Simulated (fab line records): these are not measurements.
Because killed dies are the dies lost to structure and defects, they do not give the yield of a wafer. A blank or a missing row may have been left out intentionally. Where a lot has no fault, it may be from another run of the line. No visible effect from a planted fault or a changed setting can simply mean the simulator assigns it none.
fab line records	flow n5-finfet
record lots=11	wafers=33	last-day=18
route steps=1938 shown BEOL_M8@1350 PASSIVATION@1905
lots untouched by any fault: they come from a run of this same line in which no faults occurred
start-h: hours from the record's opening day to when the first of the lot's shown wafers began	wait-h: time in hours since the lot's previous step	" the same as in the row above	L1.1+2: a row that stands for several wafers	- value missing, or start not given	* or withheld: withheld	< > ~ a bound
route shown NAME@n: NAME is a module with steps in the file, n the number in the route of the first one	usual: average and standard deviation across the fault-free wafers	same: alike in all rows	chamber/n: place in a boat	sites: each site's reading	_std_site: their standard deviation	_edge_site: outer sites' mean less inner sites'	radius-mm: how far each site lies from the wafer's centre	mask NAME#n: copy n	behind: the most recent tool/chamber to have shaped the wafer	hold: the reason the lot was held/the length of the hold in hours/how it ended	device: names the non-switching transistor (n, p or np)	end of line: tests run on the same wafers once the route is complete	where a step has no rows: the recipe by itself	killed: count of dies lost to structure and defects at first sort (not the wafer's yield)	map: a wafer's dies, marking killed ones x, the rest . and places with no die _
set.NAME: the run value of the setting; set.NAME@STEP: its run value at that earlier step	model.NAME: the simulator's own value behind a step, which no gauge read
one table for each step of the route and one row for each wafer, over a sample of lots
services: from which hour (start-h, from the record's first day; less than 0 if before it) a tool's chamber was out of use, for how many hours, and why
## steps
# step N5_BEOL_M8_ETCH_62
# recipe chemistry=N2/H2	target=SOC	target-depth-a=1100	overetch-a=220	mask-material=SiARC	temp-c=40	time-s=165	ion-energy-ev=200	pressure-mtorr=30	source-w=840	bias-w=150	n2-flow-sccm=200	h2-flow-sccm=200
# usual drypump-motor-current-A=5.8/0.46	oes-product-au=0.71/0.058	rf-vpp-V=523.9/2.4	showerhead-plenum-p-Torr=2.55/0.087	throttle-valve-pct=17.72/0.23
lot.wafer	tool	chamber	start-h	wait-h	drypump-motor-current-A	oes-product-au	rf-hours-counter-h	rf-vpp-V	showerhead-plenum-p-Torr	throttle-valve-pct
L552.1	rie-diel-05	3	197.90	0.0	5.2	0.74	39	528.4	2.71	17.72
L552.3	"	0	"	"	5.8	0.75	31	522.4	2.49	17.75
L552.5	"	1	"	"	5.6	0.72	-	521.4	2.48	17.85
L551.2	rie-diel-02	1	200.97	0.0	5.2	0.72	62	524.7	2.59	17.75
L551.3	"	3	"	"	5.7	0.76	23	524.8	2.59	17.47
L551.6	"	2	"	"	6.2	0.69	-	527.1	2.66	17.53
L554.2	rie-diel-04	2	217.47	0.0	5.8	0.57	253	521.5	2.49	17.91
L554.3	"	1	"	"	5.4	0.72	50	525.9	2.59	17.63
L554.6	"	3	"	"	6.5	0.60	-	525.0	2.61	17.90
L555.2	rie-diel-05	3	218.06	0.0	5.2	0.73	49	528.2	2.71	17.73
L555.3	"	0	"	"	5.7	0.74	41	520.9	2.49	17.77
L555.6	"	3	"	"	5.2	0.73	-	528.6	2.71	17.74
L556.1	rie-diel-02	0	230.74	0.0	5.8	0.61	209	519.7	2.41	17.79
L556.2	"	1	"	"	5.3	0.71	74	525.3	2.58	17.76
L556.5	"	3	"	"	5.7	0.74	-	526.4	2.59	17.48
L558.3	rie-diel-04	2	246.77	0.0	5.8	0.84	4	522.0	2.49	17.54
L558.4	"	3	"	"	6.5	0.60	228	526.7	2.61	17.93
L558.6	"	3	"	"	6.5	0.59	-	526.0	2.61	17.91
L564.3	rie-diel-04	3	279.16	0.0	6.5	0.59	237	526.0	2.60	17.93
L564.4	"	2	"	"	5.8	0.80	17	522.7	2.48	17.54
L564.5	"	0	"	"	5.2	0.73	-	523.2	2.47	17.15
L563.1	rie-diel-04	2	291.85	0.0	5.8	0.79	21	522.0	2.48	17.55
L563.3	"	3	"	"	6.5	0.58	241	525.5	2.60	17.94
L563.4	"	0	"	"	5.2	0.72	36	521.9	2.47	17.16
L570.2	rie-diel-04	2	309.81	0.0	5.8	0.79	29	521.9	2.48	17.56
L570.4	"	1	"	"	5.3	0.70	-	524.8	2.58	17.70
L570.6	"	0	"	"	5.2	0.72	-	520.9	2.47	17.18
L571.3	rie-diel-05	0	342.73	0.0	5.8	0.68	83	519.9	2.47	17.83
L571.5	"	2	"	"	6.6	0.75	-	525.3	2.62	17.94
L571.6	"	1	"	"	5.7	0.66	-	520.4	2.46	17.93
L573.1	rie-diel-05	2	356.56	0.0	6.5	0.75	42	525.8	2.61	17.95
L573.4	"	2	"	"	6.6	0.75	-	524.9	2.61	17.92
L573.5	"	1	"	"	5.7	0.66	-	522.2	2.46	17.95
# step N5_PASSIVATION_CD_MEAS_30
# recipe target-cd-nm=4000	landing-energy-ev=500	detector=se-inlens	polarity=opening
# usual cd-nm=4000.1/1.8
lot.wafer	tool	chamber	start-h	wait-h	cd-nm
L551.2	cd-sem-02	0	277.06	-	3999.6
L551.3	"	0	"	"	3997.4
L551.6	"	0	"	"	4000.2
L552.1	cd-sem-02	0	281.25	-	3999.1
L552.3	"	0	"	"	3997.7
L552.5	"	0	"	"	3998.9
L554.2	cd-sem-01	0	282.27	-	4000.5
L554.3	"	0	"	"	3997.0
L554.6	"	0	"	"	3999.8
L555.2	cd-sem-02	0	300.03	-	3998.7
L555.3	"	0	"	"	3998.0
L555.6	"	0	"	"	3999.1
L556.1	cd-sem-03	0	307.75	-	4001.7
L556.2	"	0	"	"	4000.8
L556.5	"	0	"	"	3999.7
L558.3	cd-sem-03	0	326.00	-	4002.9
L558.4	"	0	"	"	4002.7
L558.6	"	0	"	"	4003.4
L564.3	cd-sem-02	0	350.06	-	3999.5
L564.4	"	0	"	"	3999.9
L564.5	"	0	"	"	3997.5
L563.1	cd-sem-03	0	357.72	-	4000.7
L563.3	"	0	"	"	4000.1
L563.4	"	0	"	"	4000.3
L570.2	cd-sem-01	0	380.70	-	4001.5
L570.4	"	0	"	"	4002.1
L570.6	"	0	"	"	4001.5
L571.3	cd-sem-03	0	418.46	-	4000.9
L571.5	"	0	"	"	4001.2
L571.6	"	0	"	"	3999.7
L573.1	cd-sem-01	0	433.06	-	4001.6
L573.4	"	0	"	"	4001.7
L573.5	"	0	"	"	4001.3
# step N5_PASSIVATION_CD_MEAS_44
# recipe target-cd-nm=40000	landing-energy-ev=500	detector=se-inlens
# usual cd-nm=40000/3.8
lot.wafer	tool	chamber	start-h	wait-h	cd-nm
L551.2	cd-sem-02	0	279.37	-	40003
L551.3	"	0	"	"	39996
L551.6	"	0	"	"	40003
L552.1	cd-sem-02	0	283.95	-	40004
L552.3	"	0	"	"	39997
L552.5	"	0	"	"	39999
L554.2	cd-sem-01	0	284.21	-	39995
L554.3	"	0	"	"	39996
L554.6	"	0	"	"	39995
L555.2	cd-sem-01	0	301.89	-	40004
L555.3	"	0	"	"	40002
L555.6	"	0	"	"	39999
L556.1	cd-sem-03	0	309.95	-	40000
L556.2	"	0	"	"	40005
L556.5	"	0	"	"	40004
L558.3	cd-sem-01	0	327.74	-	40001
L558.4	"	0	"	"	39998
L558.6	"	0	"	"	39999
L564.3	cd-sem-01	0	351.87	-	40000
L564.4	"	0	"	"	40001
L564.5	"	0	"	"	40002
L563.1	cd-sem-01	0	359.60	-	40004
L563.3	"	0	"	"	40005
L563.4	"	0	"	"	40005
L570.2	cd-sem-01	0	382.60	-	40003
L570.4	"	0	"	"	39999
L570.6	"	0	"	"	39998
L571.3	cd-sem-01	0	420.41	-	39997
L571.5	"	0	"	"	40001
L571.6	"	0	"	"	39998
L573.1	cd-sem-03	0	434.86	-	40005
L573.4	"	0	"	"	40001
L573.5	"	0	"	"	39998
# step N5_PASSIVATION_PASS_ETCH_47
# recipe chemistry=CF4/O2	target=SiNx	target-depth-a=7700	time-s=385	ion-energy-ev=100	pressure-mtorr=40	source-w=535	bias-w=49	Ar_flow_sccm=100	cf4-flow-sccm=100	O2_flow_sccm=10
# usual drypump-motor-current-A=5.6/0.4	oes_ar_750_au=0.82/0.062	oes_f_703_au=0.82/0.063	oes-product-au=0.82/0.063	rf-vpp-V=243/5.4	showerhead-plenum-p-Torr=2.21/0.067	throttle-valve-pct=15.71/0.17
lot.wafer	tool	chamber	start-h	wait-h	drypump-motor-current-A	oes_ar_750_au	oes_f_703_au	oes-product-au	rf-hours-counter-h	rf-vpp-V	showerhead-plenum-p-Torr	throttle-valve-pct
L551.2	rie-diel-04	3	279.50	0.0	6.5	0.69	0.69	0.69	237	241	2.25	15.98
L551.3	"	1	"	"	5.4	0.83	0.82	0.83	76	244	2.22	15.69
L551.6	"	1	"	"	5.4	0.82	0.83	0.83	-	243	2.22	15.69
L552.1	rie-diel-04	0	284.08	0.0	5.2	0.83	0.82	0.86	34	250	2.16	15.39
L552.3	"	2	"	"	5.8	0.96	0.97	0.96	19	239	2.16	15.66
L552.5	"	3	"	"	6.5	0.69	0.69	0.69	-	242	2.25	16.00
L554.2	rie-diel-05	0	284.65	0.0	5.8	0.84	0.84	0.85	65	239	2.13	15.69
L554.3	"	2	"	"	6.5	0.93	0.93	0.93	17	235	2.26	15.86
L554.6	"	3	"	"	5.2	0.83	0.83	0.84	-	241	2.34	15.86
L555.2	rie-diel-02	0	302.02	0.0	5.8	0.70	0.70	0.70	231	247	2.09	15.93
L555.3	"	2	"	"	6.2	0.78	0.80	0.77	117	232	2.29	15.67
L555.6	"	2	"	"	6.2	0.79	0.80	0.78	-	233	2.29	15.66
L556.1	rie-diel-04	1	310.47	0.0	5.3	0.81	0.81	0.82	89	244	2.22	15.72
L556.2	"	0	"	"	5.2	0.81	0.81	0.85	45	250	2.16	15.44
L556.5	"	2	"	"	5.7	0.93	0.93	0.92	-	241	2.16	15.67
L558.3	rie-diel-02	2	327.86	0.0	6.2	0.78	0.79	0.77	126	233	2.29	15.69
L558.4	"	1	"	"	5.3	0.80	0.80	0.80	103	241	2.22	15.81
L558.6	"	2	"	"	6.2	0.78	0.79	0.77	-	232	2.29	15.68
L564.3	rie-diel-04	1	352.36	0.0	5.4	0.80	0.80	0.81	101	244	2.21	15.75
L564.4	"	0	"	"	5.2	0.79	0.78	0.83	-	252	2.16	15.45
L564.5	"	1	"	"	5.4	0.80	0.79	0.81	-	243	2.21	15.74
L563.1	rie-diel-02	3	359.72	0.0	5.6	0.80	0.79	0.80	79	250	2.23	15.58
L563.3	"	2	"	"	6.2	0.76	0.78	0.76	139	233	2.28	15.71
L563.4	"	1	"	"	5.2	0.79	0.79	0.79	-	240	2.21	15.83
L570.2	rie-diel-05	2	382.72	0.0	6.5	0.87	0.87	0.88	48	237	2.25	15.92
L570.4	"	1	"	"	5.6	0.77	0.77	0.77	115	240	2.13	15.95
L570.6	"	3	"	"	5.2	0.79	0.79	0.80	-	242	2.33	15.90
L571.3	rie-diel-04	0	420.53	0.0	5.2	0.76	0.75	0.80	85	250	2.15	15.49
L571.5	"	0	"	"	5.2	0.77	0.76	0.79	-	249	2.15	15.48
L571.6	"	1	"	"	5.4	0.77	0.77	0.78	-	244	2.20	15.79
L573.1	rie-diel-05	3	435.24	0.0	5.2	0.78	0.78	0.79	118	242	2.32	15.92
L573.4	"	1	"	"	5.6	0.75	0.76	0.76	133	240	2.12	16.00
L573.5	"	3	"	"	5.2	0.77	0.78	0.78	-	240	2.32	15.95
# step N5_PASSIVATION_PROBE_49
# usual defect-limited-yield=91.3/1.7	killed_at_M0_to_M3=33/11	killed_at_M4_up=14/5.5	killed-at-contacts=13/6.5	killed-at-front-end=39/13	killed-at-other=3.4/2.9	killed-dies=103/20	killed-open=69/15	killed-short=32/8.1	sort_bin_5_function=5.1/1.1	sort_bin_6_memory=3.3/0.74	sort_bin_8_speed=0.00/0.014	sort-n-pass=1077/20	sort-yield-pct=91.3/1.7
# same gross-dies=1180	killed-at-back-side=0	sort_bin_4_leakage[%]=0
lot.wafer	tool	chamber	start-h	wait-h	defect-limited-yield[%]	killed_at_M0_to_M3	killed_at_M4_up	killed-at-contacts	killed-at-front-end	killed-at-other	killed-dies	killed-open	killed-short	sort_bin_5_function[%]	sort_bin_6_memory[%]	sort_bin_8_speed[%]	sort-n-pass	sort-yield-pct[%]
L551.2	prober-01	-	282.57	0.1	89.7	34	17	12	54	4	121	86	32	6.2	3.4	0	1059	89.7
L551.3	prober-01	-	282.62	0.1	85.3	44	19	11	94	5	173	124	48	9.3	5.0	0	1007	85.3
L551.6	prober-01	-	282.77	0.3	89.8	24	12	10	73	1	120	78	42	6.0	3.8	0	1060	89.8
L552.1	prober-02	-	287.08	0.0	88.8	51	16	11	50	4	132	93	39	6.9	4.1	0	1048	88.8
L552.3	prober-02	-	287.18	0.1	88.5	31	18	20	60	7	136	91	39	6.7	3.7	0	1044	88.5
L552.5	prober-02	-	287.28	0.2	90.0	48	20	12	26	12	118	82	35	5.7	3.7	0	1062	90.0
L554.2	prober-01	-	287.71	0.1	90.8	33	17	16	41	2	109	88	21	5.8	3.4	0	1071	90.8
L554.3	prober-01	-	287.76	0.1	88.2	30	20	24	58	7	139	89	49	6.9	4.2	0	1041	88.2
L554.6	prober-01	-	287.91	0.3	90.2	38	12	15	39	12	116	79	35	4.8	4.6	0.08	1064	90.2
L556.1	prober-02	-	313.48	0.0	88.1	46	28	8	55	3	140	91	44	6.8	4.3	0	1040	88.1
L556.2	prober-02	-	313.53	0.1	86.9	45	14	21	73	2	155	112	39	8.5	4.1	0	1025	86.9
L556.5	prober-02	-	313.68	0.2	90.0	52	16	18	30	2	118	84	33	5.1	4.5	0	1062	90.0
L558.3	prober-01	-	331.01	0.1	91.6	30	17	6	36	10	99	62	37	5.2	2.8	0	1081	91.6
L558.4	prober-01	-	331.06	0.2	90.8	42	15	15	36	1	109	83	26	5.4	3.6	0	1071	90.8
L558.6	prober-01	-	331.16	0.3	90.5	30	14	14	50	4	112	77	32	5.6	3.2	0	1068	90.5
L563.1	prober-02	-	362.74	0.0	88.7	31	6	13	71	12	133	83	50	6.4	4.6	0	1047	88.7
L563.3	prober-02	-	362.84	0.1	83.1	25	115	20	36	3	199	71	30	10.5	4.9	0	981	83.1
L563.4	prober-02	-	362.89	0.2	91.1	31	12	14	46	2	105	75	29	5.2	3.4	0	1075	91.1
L570.2	prober-01	-	385.79	0.1	91.5	31	9	9	47	4	100	70	28	4.5	3.6	0	1080	91.5
L570.4	prober-01	-	385.89	0.2	91.9	22	6	21	34	13	96	60	36	5.1	2.9	0	1084	91.9
L570.6	prober-01	-	385.99	0.3	89.0	38	13	20	54	5	130	88	37	6.2	4.1	0	1050	89.0
L571.3	prober-02	-	423.97	0.5	90.6	22	29	26	34	0	111	79	32	5.5	3.7	0	1069	90.6
L571.5	prober-02	-	424.07	0.6	89.6	29	23	20	46	5	123	82	36	5.6	4.2	0	1057	89.6
L571.6	prober-02	-	424.12	0.6	91.6	21	17	17	41	3	99	71	27	4.9	3.4	0	1081	91.6
L573.1	prober-02	-	438.29	0.0	92.2	28	11	11	40	2	92	63	28	4.5	3.0	0	1088	92.2
L573.4	prober-02	-	438.44	0.2	92.6	21	9	24	32	1	87	62	22	4.5	2.7	0	1093	92.6
L573.5	prober-02	-	438.49	0.2	91.5	43	9	13	34	1	100	68	28	5.0	3.3	0	1080	91.5
# killed by level:class
L551.2 STI_FIN_REVEAL:geometric-particle:open=18 BEOL_M2:geometric-particle:open=12 MOL_CONTACT_COAG:geometric-particle:open=9 FIN_SAQP:geometric-particle:open=7 FIN_SAQP:geometric-particle:short=7 BEOL_M6:geometric-particle:open=7 DUMMY_GATE:geometric-particle:open=4 BEOL_M3:geometric-particle:open=4
L551.3 STI_FIN_REVEAL:geometric-particle:open=42 FIN_SAQP:geometric-particle:short=17 BEOL_M2:geometric-particle:open=16 FIN_SAQP:geometric-particle:open=14 MOL_CONTACT_COAG:geometric-particle:open=8 BEOL_M0_SAQP:geometric-particle:short=8 BEOL_M0_SAQP:geometric-particle:open=8 BEOL_M4:geometric-particle:open=8
L551.6 STI_FIN_REVEAL:geometric-particle:open=25 FIN_SAQP:geometric-particle:short=11 FIN_SAQP:geometric-particle:open=9 MOL_CONTACT_COAG:geometric-particle:open=9 STI_FIN_REVEAL:geometric-particle:short=6 ILD0:geometric-particle:short=6 BEOL_M1:geometric-particle:open=6 BEOL_M2:geometric-particle:open=6
L552.1 BEOL_M0_SAQP:geometric-particle:open=20 BEOL_M0_SAQP:geometric-particle:short=13 STI_FIN_REVEAL:geometric-particle:open=10 BEOL_M3:geometric-particle:open=10 MOL_CONTACT_COAG:geometric-particle:open=10 BEOL_M4:geometric-particle:open=9 ILD0:geometric-particle:open=8 FIN_SAQP:geometric-particle:short=6
L552.3 MOL_CONTACT_COAG:geometric-particle:open=18 STI_FIN_REVEAL:geometric-particle:open=12 FIN_SAQP:geometric-particle:short=9 BEOL_M4:geometric-particle:open=9 BEOL_M1:geometric-particle:open=9 BEOL_M3:geometric-particle:open=8 FIN_SAQP:geometric-particle:open=7 GATE_CUT:geometric-particle:short=6
L552.5 BEOL_M0_SAQP:geometric-particle:open=13 BEOL_M1:geometric-particle:open=12 BEOL_M0_SAQP:geometric-particle:short=11 MOL_CONTACT_COAG:geometric-particle:open=10 DUMMY_GATE:geometric-particle:open=9 BEOL_M4:geometric-particle:open=6 STI_FIN_REVEAL:geometric-particle:open=5 BEOL_M4:geometric-particle:short=5
L554.2 FIN_SAQP:geometric-particle:open=18 MOL_CONTACT_COAG:geometric-particle:open=14 BEOL_M3:geometric-particle:open=13 BEOL_M2:geometric-particle:open=10 BEOL_M4:geometric-particle:open=7 STARTING-WAFER:geometric-particle:open=5 FIN_SAQP:geometric-particle:short=4 BEOL_M0_SAQP:geometric-particle:short=4
L554.3 MOL_CONTACT_COAG:geometric-particle:open=19 FIN_SAQP:geometric-particle:short=16 BEOL_M2:geometric-particle:open=14 FIN_SAQP:geometric-particle:open=13 BEOL_M4:geometric-particle:open=6 BEOL_M0_SAQP:geometric-particle:short=5 MOL_CONTACT_COAG:geometric-particle:short=5 BEOL_M6:geometric-particle:open=5
L554.6 FIN_SAQP:geometric-particle:open=16 BEOL_M2:geometric-particle:open=16 MOL_CONTACT_COAG:geometric-particle:open=8 BEOL_M0_SAQP:geometric-particle:open=8 MOL_CONTACT_COAG:geometric-particle:short=7 GATE_CUT:geometric-particle:short=6 BEOL_M0_SAQP:geometric-particle:short=5 PAD_METAL:geometric-particle:short=5
L556.1 STI_FIN_REVEAL:geometric-particle:open=18 BEOL_M0_SAQP:geometric-particle:short=12 BEOL_M0_SAQP:geometric-particle:open=11 FIN_SAQP:geometric-particle:open=10 BEOL_M3:geometric-particle:open=9 FIN_SAQP:geometric-particle:short=6 BEOL_M2:geometric-particle:open=6 BEOL_M5:geometric-particle:open=6
L556.2 STI_FIN_REVEAL:geometric-particle:open=35 FIN_SAQP:geometric-particle:open=16 MOL_CONTACT_COAG:geometric-particle:open=16 BEOL_M0_SAQP:geometric-particle:short=14 BEOL_M0_SAQP:geometric-particle:open=8 BEOL_M2:geometric-particle:open=8 BEOL_M3:geometric-particle:open=7 BEOL_M5:geometric-particle:open=7
L556.5 BEOL_M0_SAQP:geometric-particle:open=17 STI_FIN_REVEAL:geometric-particle:open=11 BEOL_M1:geometric-particle:open=11 MOL_CONTACT_COAG:geometric-particle:open=10 MOL_CONTACT_COAG:geometric-particle:short=8 BEOL_M3:geometric-particle:open=8 BEOL_M4:geometric-particle:open=8 BEOL_M0_SAQP:geometric-particle:short=6
L558.3 FIN_SAQP:geometric-particle:open=8 BEOL_M4:geometric-particle:open=8 BEOL_M3:geometric-particle:open=7 GATE_CUT:geometric-particle:open=6 FIN_SAQP:geometric-particle:short=5 GATE_CUT:geometric-particle:short=5 MOL_CONTACT_COAG:geometric-particle:open=5 BEOL_M0_SAQP:geometric-particle:short=5
L558.4 MOL_CONTACT_COAG:geometric-particle:open=14 STI_FIN_REVEAL:geometric-particle:open=11 BEOL_M0_SAQP:geometric-particle:open=9 BEOL_M0_SAQP:geometric-particle:short=9 BEOL_M2:geometric-particle:open=7 BEOL_M4:geometric-particle:open=7 FIN_SAQP:geometric-particle:open=6 BEOL_M1:geometric-particle:open=6
L558.6 FIN_SAQP:geometric-particle:open=16 MOL_CONTACT_COAG:geometric-particle:open=11 GATE_CUT:geometric-particle:short=8 BEOL_M0_SAQP:geometric-particle:open=8 BEOL_M3:geometric-particle:open=6 BEOL_M4:geometric-particle:open=6 FIN_SAQP:geometric-particle:short=5 GATE_CUT:geometric-particle:open=5
L563.1 FIN_SAQP:geometric-particle:open=20 BEOL_M1:geometric-particle:open=16 STI_FIN_REVEAL:geometric-particle:open=14 FIN_SAQP:geometric-particle:short=11 MOL_CONTACT_COAG:geometric-particle:open=10 BEOL_M0_SAQP:geometric-particle:short=7 GATE_CUT:geometric-particle:short=6 PAD_METAL:geometric-particle:short=5
L563.3 BEOL_M8:unspecified=98 MOL_CONTACT_COAG:geometric-particle:open=17 STI_FIN_REVEAL:geometric-particle:open=11 BEOL_M1:geometric-particle:open=10 FIN_SAQP:geometric-particle:open=7 BEOL_M4:geometric-particle:open=7 FIN_SAQP:geometric-particle:short=6 BEOL_M0_SAQP:geometric-particle:open=5
L563.4 MOL_CONTACT_COAG:geometric-particle:open=12 STI_FIN_REVEAL:geometric-particle:open=10 DUMMY_GATE:geometric-particle:open=10 BEOL_M4:geometric-particle:open=9 FIN_SAQP:geometric-particle:open=7 BEOL_M0_SAQP:geometric-particle:short=7 BEOL_M2:geometric-particle:open=7 BEOL_M0_SAQP:geometric-particle:open=6
L570.2 FIN_SAQP:geometric-particle:open=10 STI_FIN_REVEAL:geometric-particle:open=10 BEOL_M2:geometric-particle:open=8 MOL_CONTACT_COAG:geometric-particle:open=7 BEOL_M3:geometric-particle:open=7 FIN_SAQP:geometric-particle:short=6 BEOL_M0_SAQP:geometric-particle:open=6 BEOL_M0_SAQP:geometric-particle:short=6
L570.4 MOL_CONTACT_COAG:geometric-particle:open=15 FIN_SAQP:geometric-particle:open=8 STI_FIN_REVEAL:geometric-particle:open=6 MOL_CONTACT_COAG:geometric-particle:short=6 PASS1_CAP:geometric-particle:short=6 BEOL_M1:geometric-particle:open=5 FIN_SAQP:geometric-particle:short=4 BEOL_M0_SAQP:geometric-particle:open=4
L570.6 MOL_CONTACT_COAG:geometric-particle:open=17 BEOL_M2:geometric-particle:open=17 STI_FIN_REVEAL:geometric-particle:open=14 FIN_SAQP:geometric-particle:short=8 BEOL_M0_SAQP:geometric-particle:open=6 FIN_SAQP:geometric-particle:open=5 BEOL_M3:geometric-particle:open=5 BEOL_M4:geometric-particle:open=5
L571.3 MOL_CONTACT_COAG:geometric-particle:open=20 BEOL_M4:geometric-particle:open=15 BEOL_M2:geometric-particle:open=7 DUMMY_GATE:geometric-particle:open=6 MOL_CONTACT_COAG:geometric-particle:short=6 FIN_SAQP:geometric-particle:short=5 STI_FIN_REVEAL:geometric-particle:open=5 BEOL_M1:geometric-particle:open=5
L571.5 MOL_CONTACT_COAG:geometric-particle:open=17 BEOL_M4:geometric-particle:open=12 STI_FIN_REVEAL:geometric-particle:open=10 BEOL_M1:geometric-particle:open=8 FIN_SAQP:geometric-particle:short=6 FIN_SAQP:geometric-particle:open=6 BEOL_M2:geometric-particle:open=5 HKMG_FIN:area-etch=5
L571.6 MOL_CONTACT_COAG:geometric-particle:open=11 STI_FIN_REVEAL:geometric-particle:open=10 BEOL_M2:geometric-particle:open=7 FIN_SAQP:geometric-particle:open=6 DUMMY_GATE:geometric-particle:open=6 MOL_CONTACT_COAG:geometric-particle:short=6 BEOL_M0_SAQP:geometric-particle:open=6 BEOL_M8:geometric-particle:open=6
L573.1 STI_FIN_REVEAL:geometric-particle:open=14 MOL_CONTACT_COAG:geometric-particle:open=11 BEOL_M0_SAQP:geometric-particle:short=7 BEOL_M3:geometric-particle:open=7 FIN_SAQP:geometric-particle:short=6 FIN_SAQP:geometric-particle:open=5 BEOL_M4:geometric-particle:open=5 ILD0:geometric-particle:open=4
L573.4 MOL_CONTACT_COAG:geometric-particle:open=23 FIN_SAQP:geometric-particle:open=10 FIN_SAQP:geometric-particle:short=9 BEOL_M2:geometric-particle:open=6 BEOL_M0_SAQP:geometric-particle:open=4 BEOL_M0:geometric-particle:open=4 BEOL_M7:geometric-particle:open=3 STI_FIN_REVEAL:geometric-particle:open=2
L573.5 BEOL_M1:geometric-particle:open=19 FIN_SAQP:geometric-particle:open=10 MOL_CONTACT_COAG:geometric-particle:open=8 BEOL_M0_SAQP:geometric-particle:open=6 FIN_SAQP:geometric-particle:short=5 STI_FIN_REVEAL:geometric-particle:open=5 BEOL_M1:geometric-particle:short=5 BEOL_M3:geometric-particle:open=5
## services
tool	chamber	start-h	hours	kind
rie-diel-05	2	206.62	-	clean
rie-diel-05	2	206.62	-	consumable-replace:focus-ring
rie-diel-05	2	206.62	23.4	scheduled-down
rie-diel-05	2	206.62	23.4	vent-cycle
rie-diel-04	0	212.51	4.9	repair
rie-diel-04	2	214.43	1.4	repair
rie-diel-04	2	217.64	-	clean
rie-diel-04	2	217.64	-	consumable-replace:focus-ring
rie-diel-04	2	217.64	18.5	scheduled-down
rie-diel-04	2	217.64	18.5	vent-cycle
rie-diel-04	3	302.35	11.0	repair
rie-diel-05	-	312.36	2.8	pm
rie-diel-04	3	329.41	-	clean
rie-diel-04	3	329.41	-	consumable-replace:focus-ring
rie-diel-04	3	329.41	35.7	scheduled-down
rie-diel-04	3	329.41	35.7	vent-cycle
rie-diel-04	-	337.78	6.8	repair
rie-diel-02	-	344.64	0.3	repair
rie-diel-05	3	351.58	8.8	repair
rie-diel-02	0	354.63	-	clean
rie-diel-02	0	354.63	-	consumable-replace:focus-ring
rie-diel-02	0	354.63	-	consumable-replace:showerhead
rie-diel-05	2	364.74	10.6	repair
rie-diel-04	-	406.79	0.3	repair
## key
first-sign step=N5_PASSIVATION_PROBE_49	reading=killed_at_M4_up	direction=up	sigmas=18	usual=14	struck=115
effect step=N5_PASSIVATION_PROBE_49	reading=killed-dies	direction=up	sigmas=4.8	usual=103	struck=199
more-kills-born-at N5_BEOL_M8_ETCH_62@rie-diel-04=98
met-at N5_BEOL_M8_ETCH_62
struck-lots L563
struck-wafers L563.3
not-acting-at N5_PASSIVATION_CD_MEAS_30,N5_PASSIVATION_CD_MEAS_44,N5_PASSIVATION_PASS_ETCH_47
onset-between 279.16 291.85
fault kind=chamber-particle-source	tool=rie-diel-04	chamber=3	onset-h=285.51	steps=N5_BEOL_M8_ETCH_62	rate-per-visit-cm2=0.54719	end-h=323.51
